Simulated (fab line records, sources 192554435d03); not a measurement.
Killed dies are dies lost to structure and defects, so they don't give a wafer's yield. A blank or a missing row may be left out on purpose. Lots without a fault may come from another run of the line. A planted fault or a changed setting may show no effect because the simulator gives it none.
fab line records | flow n5_finfet
record lots=11 wafers=33 last_day=18
route steps=1938 shown BEOL_M6@1197 MIM_TOP_ETCH@1851 PASSIVATION@1909
lots that met no fault: from a run of the same line without faults
start_h: hours from the record's first day to the start of the lot's first wafer shown | wait_h: hours since the lot's step before | " the same as in the row above | L1.1+2: a row that stands for several wafers | - no value, or no start given | * or withheld: withheld | < > ~ a bound
route shown NAME@n: a module of which the file shows steps, and the number in the route of the first | usual: mean/standard deviation of fault-free wafers | same: alike in all rows | chamber/n: place in a boat | sites: the reading at each site | _std_site: their standard deviation | _edge_site: outer sites' mean less inner sites' | radius_mm: how far each site lies from the wafer's centre | mask NAME#n: copy n | behind: the tool/chamber that last shaped the wafer | hold: why the lot was held/for how many hours/how that ended | device: the transistor (n, p or np) that didn't switch | end of line: the same wafers' tests at the end of the route | a step without rows: its recipe alone | killed: dies lost to structure and defects at the first sort, not the wafer's yield | map: a wafer's dies, x killed, . not, _ none there
set.NAME: the setting as run; set.NAME@STEP: as run at that earlier step | model.NAME: the simulator's own value behind a step, which no gauge read
steps of the route over a sample of lots; a table a step, a row a wafer
services: from which hour (start_h, from the record's first day; less than 0 if before it) a tool's chamber was out of use, for how many hours, and why
## steps
# step N5_BEOL_M6_PECVD_70
# recipe material=SiO2 target_thk_a=200 temp_c=400 precursor=TEOS/O2 pressure_torr=5.5 rf_w=450 teos_flow_sccm=53.8 gas=O2 flow_sccm=3000 time_s=22.7
# usual heater_power_w=723/130 showerhead_plenum_p_Torr=8.79/0.077 susceptor_temp_C=399.99/0.22 throttle_valve_pct=22.2/1.3
# columns lot.wafer tool chamber start_h wait_h heater_power_w showerhead_plenum_p_Torr susceptor_temp_C throttle_valve_pct
L114.1 pecvd-04 2 183.02 0.0 657 8.84 399.99 23.9
L114.3 " 0 " " 638 8.80 399.90 21.1
L114.6 " 2 " " 653 8.86 399.70 23.7
L113.4 pecvd-01 1 188.38 0.1 1003 8.93 399.89 24.0
L113.5 " 0 " " 651 8.80 400.41 21.3
L113.6 " 2 " " 713 8.69 400.19 21.1
L115.3 pecvd-03 1 188.68 0.0 881 8.81 400.01 25.0
L115.4 " 2 " " 682 8.72 400.01 21.4
L115.6 " 1 " " 867 8.81 400.42 25.0
L117.3 pecvd-01 0 205.76 0.0 733 8.80 399.84 21.5
L117.4 " 1 " " 940 8.92 400.40 24.1
L117.5 " 2 " " 822 8.69 399.95 21.2
L118.1 pecvd-04 0 206.05 0.0 527 8.78 400.17 21.2
L118.4 " 1 " " 603 8.69 400.22 21.8
L118.5 " 1 " " 608 8.70 400.05 21.7
L119.2 pecvd-01 1 212.45 0.0 944 8.93 399.88 24.0
L119.3 " 2 " " 797 8.70 400.11 21.1
L119.5 " 1 " " 949 8.93 399.91 24.4
L120.2 pecvd-01 0 225.11 0.0 653 8.79 400.37 21.3
L120.3 " 2 " " 817 8.69 400.06 21.2
L120.6 " 2 " " 843 8.71 400.04 21.2
L128.2 pecvd-01 1 262.57 0.0 890 8.93 399.93 24.3
L128.3 " 0 " " 710 8.78 399.69 21.8
L128.4 " 0 " " 707 8.81 399.99 21.6
L130.3 pecvd-01 0 275.22 0.0 666 8.80 399.85 21.7
L130.4 " 2 " " 785 8.67 399.76 21.8
L130.5 " 0 " " 656 8.82 399.70 21.7
L136.2 pecvd-03 0 312.98 0.0 641 8.79 399.91 22.5
L136.3 " 1 " " 846 8.82 399.83 24.9
L136.5 " 2 " " 768 8.73 399.85 21.3
L135.3 pecvd-04 0 334.22 0.0 624 8.81 400.03 21.3
L135.4 " 0 " " 617 8.81 400.21 21.3
L135.5 " 1 " " 679 8.70 399.89 21.7
# step N5_MIM_TOP_ETCH_ETCH_00
# recipe chemistry=Cl2/BCl3 target=TiN target_depth_a=385 ion_energy_ev=150 pressure_mtorr=10 icp_w=1000 bias_w=126 Cl2_flow_sccm=53.25 bcl3_flow_sccm=21.75 Ar_flow_sccm=25
# usual chamber_pressure_mTorr=9.999/0.0093 drypump_motor_current_A=6.0/0.45 oes_product_au=0.72/0.067 throttle_valve_pct=22.91/0.25
# columns lot.wafer tool chamber start_h wait_h chamber_pressure_mTorr drypump_motor_current_A oes_product_au rf_hours_counter_h throttle_valve_pct
L113.4 rie_metal-01 1 262.12 0.1 9.993 6.0 0.67 - 23.05
L113.5 " 1 " " 10.003 6.1 0.67 - 23.02
L113.6 " 0 " " 10.020 5.8 0.62 - 23.33
L114.1 rie_metal-03 0 263.20 0.1 10.001 6.6 0.70 71 23.07
L114.3 " 0 " " 9.992 6.6 0.71 - 23.05
L114.6 " 1 " " 9.991 5.4 0.79 - 22.70
L115.3 rie_metal-01 0 267.03 0.1 9.997 5.8 0.62 - 23.33
L115.4 " 1 " " 10.011 6.1 0.67 - 23.05
L115.6 " 1 " " 9.995 6.1 0.67 - 23.06
L117.3 rie_metal-03 0 281.41 0.1 10.002 6.6 0.70 - 23.05
L117.4 " 1 " " 9.990 5.5 0.79 - 22.69
L117.5 " 0 " " 9.999 6.6 0.70 - 23.05
L118.1 rie_metal-01 1 281.53 0.1 10.003 6.1 0.66 86 23.04
L118.4 " 0 " " 10.001 5.8 0.62 - 23.33
L118.5 " 0 " " 9.997 5.8 0.61 - 23.36
L119.2 rie_metal-02 0 283.83 0.1 10.007 6.5 0.68 80 22.39
L119.3 " 0 " " 10.007 6.5 0.69 - 22.36
L119.5 " 1 " " 10.007 5.7 0.81 - 22.63
L120.2 rie_metal-03 0 292.79 0.1 9.992 6.5 0.70 74 23.06
L120.3 " 0 " " 9.983 6.6 0.70 - 23.08
L120.6 " 1 " " 9.991 5.4 0.78 - 22.71
L128.2 rie_metal-03 0 336.75 0.1 10.005 6.6 0.70 79 23.08
L128.3 " 0 " " 9.997 6.6 0.69 - 23.08
L128.4 " 1 " " 9.975 5.5 0.78 - 22.73
L130.3 rie_metal-02 1 343.77 0.1 9.989 5.7 0.80 - 22.64
L130.4 " 1 " " 9.997 5.7 0.82 - 22.64
L130.5 " 1 " " 9.996 5.7 0.80 - 22.63
L136.2 rie_metal-01 1 400.74 0.1 10.016 6.1 0.64 99 23.07
L136.3 " 1 " " 10.005 6.1 0.65 - 23.08
L136.5 " 1 " " 10.003 6.0 0.66 - 23.08
L135.3 rie_metal-02 1 424.74 0.1 9.991 5.7 0.78 - 22.64
L135.4 " 0 " " 10.001 6.5 0.67 - 22.38
L135.5 " 0 " " 9.998 6.5 0.68 - 22.42
# step N5_PASSIVATION_AL_ETCH_33
# recipe chemistry=Cl2/BCl3 target_depth_a=28000 over_etch_frac=0.15 Cl2_flow_sccm=180 bcl3_flow_sccm=60 target=Al stop_on=TaN time_s=466.7 ion_energy_ev=100 pressure_mtorr=10 icp_w=900 bias_w=100
# usual chamber_pressure_mTorr=10.000/0.0095 drypump_motor_current_A=6.0/0.4 oes_product_au=0.66/0.074 throttle_valve_pct=34.5/0.37
# columns lot.wafer tool chamber start_h wait_h chamber_pressure_mTorr drypump_motor_current_A oes_product_au rf_hours_counter_h throttle_valve_pct
L113.4 rie_metal-01 0 266.47 0.2 10.012 5.8 0.58 - 35.0
L113.5 " 0 " " 10.012 5.8 0.57 - 35.1
L113.6 " 1 " " 10.019 6.0 0.61 - 34.7
L114.1 rie_metal-01 1 268.29 0.1 10.005 6.1 0.62 85 34.6
L114.3 " 1 " " 10.006 6.1 0.61 - 34.7
L114.6 " 1 " " 9.994 6.1 0.61 - 34.7
L115.3 rie_metal-02 0 273.26 0.2 10.002 6.5 0.64 - 33.8
L115.4 " 1 " " 9.982 5.7 0.76 - 34.2
L115.6 " 0 " " 9.985 6.5 0.64 - 33.8
L117.3 rie_metal-01 1 287.41 0.2 10.005 6.0 0.61 - 34.7
L117.4 " 0 " " 9.985 5.8 0.57 - 35.1
L117.5 " 0 " " 9.990 5.8 0.56 - 35.1
L118.1 rie_metal-02 1 287.61 0.1 9.994 5.7 0.74 24 34.3
L118.4 " 0 " " 10.012 6.5 0.63 - 33.8
L118.5 " 1 " " 10.008 5.7 0.74 - 34.2
L119.2 rie_metal-03 0 289.85 0.1 10.005 6.6 0.62 74 34.6
L119.3 " 1 " " 9.979 5.5 0.71 - 34.3
L119.5 " 1 " " 10.001 5.5 0.71 - 34.3
L120.2 rie_metal-03 0 297.09 0.1 10.000 6.6 0.64 75 34.5
L120.3 " 1 " " 9.983 5.5 0.71 - 34.3
L120.6 " 1 " " 10.006 5.5 0.72 - 34.2
L128.2 rie_metal-01 1 343.50 0.3 9.995 6.0 0.58 - 34.7
L128.3 " 1 " " 10.001 6.1 0.59 - 34.7
L128.4 " 1 " " 10.010 6.1 0.60 - 34.7
L130.3 rie_metal-01 0 348.24 0.2 9.986 5.8 0.89 - 35.0
L130.4 " 1 " " 9.996 6.0 0.60 - 34.6
L130.5 " 1 " " 10.002 6.0 0.60 - 34.7
L136.2 rie_metal-03 1 407.26 0.1 9.986 5.5 0.68 51 34.3
L136.3 " 1 " " 10.000 5.5 0.68 - 34.3
L136.5 " 1 " " 10.006 5.5 0.68 - 34.3
L135.3 rie_metal-02 1 429.61 0.2 10.005 5.7 0.73 - 34.2
L135.4 " 0 " " 10.009 6.5 0.60 - 33.8
L135.5 " 0 " " 9.998 6.5 0.60 - 33.8
# step N5_PASSIVATION_OVL_MEAS_66
# recipe points_per_wafer=44
# usual PASS_OPEN_OVL=-2/5.3
# columns lot.wafer tool chamber start_h wait_h PASS_OPEN_OVL[nm]
L113.4 overlay-01 0 267.94 0.0 4
L113.5 " 0 " " 0
L113.6 " 0 " " 3
L114.1 overlay-02 0 269.88 0.0 1
L114.3 " 0 " " 1
L114.6 " 0 " " 2
L115.3 overlay-02 0 274.73 0.0 6
L115.4 " 0 " " 5
L115.6 " 0 " " 3
L117.3 overlay-01 0 289.00 0.0 -5
L117.4 " 0 " " -2
L117.5 " 0 " " -2
L118.1 overlay-01 0 289.35 0.0 -1
L118.4 " 0 " " -9
L118.5 " 0 " " 0
L119.2 overlay-02 0 291.61 0.0 -5
L119.3 " 0 " " 0
L119.5 " 0 " " -4
L120.2 overlay-01 0 298.80 0.0 -7
L120.3 " 0 " " 4
L120.6 " 0 " " -2
L128.2 overlay-01 0 345.64 0.0 -4
L128.3 " 0 " " -5
L128.4 " 0 " " -8
L130.3 overlay-02 0 349.77 0.0 0
L130.4 " 0 " " -7
L130.5 " 0 " " 0
L136.2 overlay-01 0 408.97 0.0 -13
L136.3 " 0 " " -13
L136.5 " 0 " " -8
L135.3 overlay-01 0 431.33 0.0 -5
L135.4 " 0 " " -3
L135.5 " 0 " " -13
# step N5_PASSIVATION_PROBE_49
# usual defect_limited_yield=91.1/1.3 killed_at_M0_to_M3=35/11 killed_at_M4_up=13/5.4 killed_at_contacts=14/6.5 killed_at_front_end=41/11 killed_at_other=4/3.1 killed_dies=106/15 killed_open=69/12 killed_short=35/7 sort_bin_4_leakage=0.01/0.078 sort_bin_5_function=5.2/0.86 sort_bin_6_memory=3.4/0.64 sort_n_pass=1074/15 sort_yield_pct=91.0/1.3
# same gross_dies=1180 killed_at_back_side=0 sort_bin_8_speed[%]=0
# columns lot.wafer tool chamber start_h wait_h defect_limited_yield[%] killed_at_M0_to_M3 killed_at_M4_up killed_at_contacts killed_at_front_end killed_at_other killed_dies killed_open killed_short sort_bin_4_leakage[%] sort_bin_5_function[%] sort_bin_6_memory[%] sort_n_pass sort_yield_pct[%]
L130.3 prober-02 - 353.33 0.1 84.2 30 110 11 34 1 186 69 24 0.08 10.0 4.2 993 84.2
L130.4 prober-02 - 353.38 0.2 84.2 38 101 6 38 4 187 72 22 0 9.7 4.6 993 84.2
L130.5 prober-02 - 353.43 0.2 83.4 28 108 10 50 0 196 62 38 0 9.8 4.4 984 83.4
# killed by level:class
L130.3 BEOL_M6:unspecified=93 FIN_SAQP:geometric_particle:open=12 MOL_CONTACT_COAG:geometric_particle:open=8 FIN_SAQP:geometric_particle:short=6 STI_FIN_REVEAL:geometric_particle:open=6 BEOL_M0_SAQP:geometric_particle:open=5 BEOL_M1:geometric_particle:open=5 BEOL_M2:geometric_particle:open=5
L130.4 BEOL_M6:unspecified=92 STI_FIN_REVEAL:geometric_particle:open=11 BEOL_M1:geometric_particle:open=10 FIN_SAQP:geometric_particle:open=9 BEOL_M0:geometric_particle:open=9 BEOL_M3:geometric_particle:open=7 FIN_SAQP:geometric_particle:short=6 MOL_CONTACT_COAG:geometric_particle:open=5
L130.5 BEOL_M6:unspecified=94 STI_FIN_REVEAL:geometric_particle:open=16 MOL_CONTACT_COAG:geometric_particle:open=7 BEOL_M4:geometric_particle:open=7 STARTING-WAFER:geometric_particle:short=7 BEOL_M0_SAQP:geometric_particle:short=6 BEOL_M0_SAQP:geometric_particle:open=6 STI_FIN_REVEAL:geometric_particle:short=5
## services
# columns tool chamber start_h hours kind
rie_metal-01 1 182.26 8.9 repair
pecvd-01 - 192.75 2.8 pm
pecvd-04 - 206.89 0.8 repair
pecvd-01 - 214.89 2.5 repair
pecvd-03 - 252.74 1.0 repair
rie_metal-03 - 279.12 1.4 pm
rie_metal-02 - 288.54 15.6 pm
pecvd-01 2 307.36 4.2 repair
rie_metal-01 0 324.36 - clean
rie_metal-01 0 324.36 19.8 scheduled_down
rie_metal-01 0 324.36 19.8 vent_cycle
rie_metal-02 0 334.12 12.0 repair
rie_metal-02 1 341.29 1.8 repair
rie_metal-02 - 342.83 0.8 repair
pecvd-01 1 357.67 2.1 scheduled_down
pecvd-01 1 374.05 3.0 repair
pecvd-03 - 385.80 11.6 repair
rie_metal-03 - 392.17 1.2 repair
pecvd-04 - 399.53 2.8 pm
rie_metal-02 1 405.32 3.3 repair
rie_metal-01 - 407.20 2.8 pm
rie_metal-01 1 410.78 - clean
rie_metal-01 1 410.78 22.9 scheduled_down
rie_metal-01 1 410.78 22.9 vent_cycle
## key
first_sign step=N5_PASSIVATION_PROBE_49 reading=killed_at_M4_up direction=up sigmas=17 usual=13 struck=106
effect step=N5_PASSIVATION_PROBE_49 reading=killed_dies direction=up sigmas=5.5 usual=106 struck=190
more_kills_born_at N5_BEOL_M6_PECVD_70@pecvd-01=279
met_at N5_BEOL_M6_PECVD_70
struck_lots L130
not_acting_at N5_MIM_TOP_ETCH_ETCH_00,N5_PASSIVATION_AL_ETCH_33,N5_PASSIVATION_OVL_MEAS_66
onset_between 262.57 275.22
fault kind=chamber_particle_source tool=pecvd-01 chamber=- onset_h=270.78 steps=N5_BEOL_M6_PECVD_70 rate_per_visit_cm2=0.4907 end_h=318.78
